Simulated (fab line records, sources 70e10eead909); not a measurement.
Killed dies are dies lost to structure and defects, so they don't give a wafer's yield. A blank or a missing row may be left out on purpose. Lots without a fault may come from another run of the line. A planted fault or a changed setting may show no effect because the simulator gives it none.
Chamber matching | flow nand_harc | NHARC_A_STAIRCASE_TRIM_12 on rie_diel-03: 4 sister chambers
The step chemistry O2, time 211.2 s. 20 wafers are shown with their chamber, then 10 later ones without.

WAFERS WITH THEIR CHAMBER
wafer  | chamber | drypump_motor_current_A (A) | showerhead_plenum_p_Torr (Torr) | rf_vpp_V (V)
L075.3 | 3       | 5.3                         | 3.79                            | 59.0
L075.4 | 3       | 5.3                         | 3.79                            | 58.6
L075.6 | 1       | 5.3                         | 3.63                            | 58.3
L079.2 | 2       | 6.1                         | 3.33                            | 57.2
L079.3 | 0       | 5.5                         | 3.41                            | 60.0
L079.6 | 1       | 5.4                         | 3.63                            | 56.0
L081.3 | 0       | 5.5                         | 3.41                            | 57.0
L081.5 | 0       | 5.5                         | 3.41                            | 59.2
L081.6 | 3       | 5.3                         | 3.78                            | 59.3
L083.2 | 2       | 6.1                         | 3.32                            | 58.3
L083.3 | 0       | 5.5                         | 3.40                            | 57.4
L083.4 | 1       | 5.3                         | 3.62                            | 58.6
L085.1 | 1       | 5.3                         | 3.62                            | 58.6
L085.2 | 2       | 6.1                         | 3.32                            | 56.1
L085.6 | 0       | 5.5                         | 3.40                            | 57.1
L086.4 | 0       | 5.5                         | 3.40                            | 59.6
L086.5 | 3       | 5.3                         | 3.77                            | 58.5
L086.6 | 2       | 6.1                         | 3.32                            | 57.8
L087.1 | 0       | 5.5                         | 3.40                            | 58.0
L087.4 | 1       | 5.3                         | 3.61                            | 56.5

SIGNATURES (means of the wafers above)
reading                  | chamber 0 | chamber 1 | chamber 2 | chamber 3 | scatter within a chamber
drypump_motor_current_A  | 5.500     | 5.320     | 6.100     | 5.300     | 0.0224
showerhead_plenum_p_Torr | 3.4043    | 3.6220    | 3.3225    | 3.7825    | 0.00708
rf_vpp_V                 | 58.329    | 57.600    | 57.350    | 58.850    | 1.08
Rule: a wafer's distance from a chamber is the root of the sum, over the readings, of the square of ((its reading less the chamber's mean) divided by the reading's scatter). The wafer belongs to the nearest chamber; if the next one is less than 2 further off, it can't be placed. The scatter: the root of (the sum of the squares of (reading less its chamber's mean) over the shown wafers, divided by (wafers less chambers)).

WAFERS WITHOUT THEIR CHAMBER
wafer  | drypump_motor_current_A (A) | showerhead_plenum_p_Torr (Torr) | rf_vpp_V (V)
L087.6 | 6.1                         | 3.31                            | 58.0
L093.3 | 5.3                         | 3.76                            | 57.7
L093.4 | 5.5                         | 3.39                            | 58.3
L093.5 | 5.3                         | 3.76                            | 58.1
L095.4 | 6.1                         | 3.30                            | 58.9
L095.5 | 5.3                         | 3.60                            | 59.9
L095.6 | 5.5                         | 3.38                            | 57.4
L096.2 | 6.1                         | 3.30                            | 57.5
L096.3 | 5.3                         | 3.75                            | 59.4
L096.5 | 5.4                         | 3.60                            | 57.9

WHICH CHAMBER EACH WENT THROUGH
wafer  | from the rows above | in truth
L087.6 | 2                   | 2
L093.3 | 3                   | 3
L093.4 | 0                   | 0
L093.5 | 3                   | 3
L095.4 | 2                   | 2
L095.5 | 1                   | 1
L095.6 | 0                   | 0
L096.2 | 2                   | 2
L096.3 | 3                   | 3
L096.5 | 1                   | 1
Placed correctly: 10 of 10. Can't be placed from these rows: 0. Placed wrongly: 0.
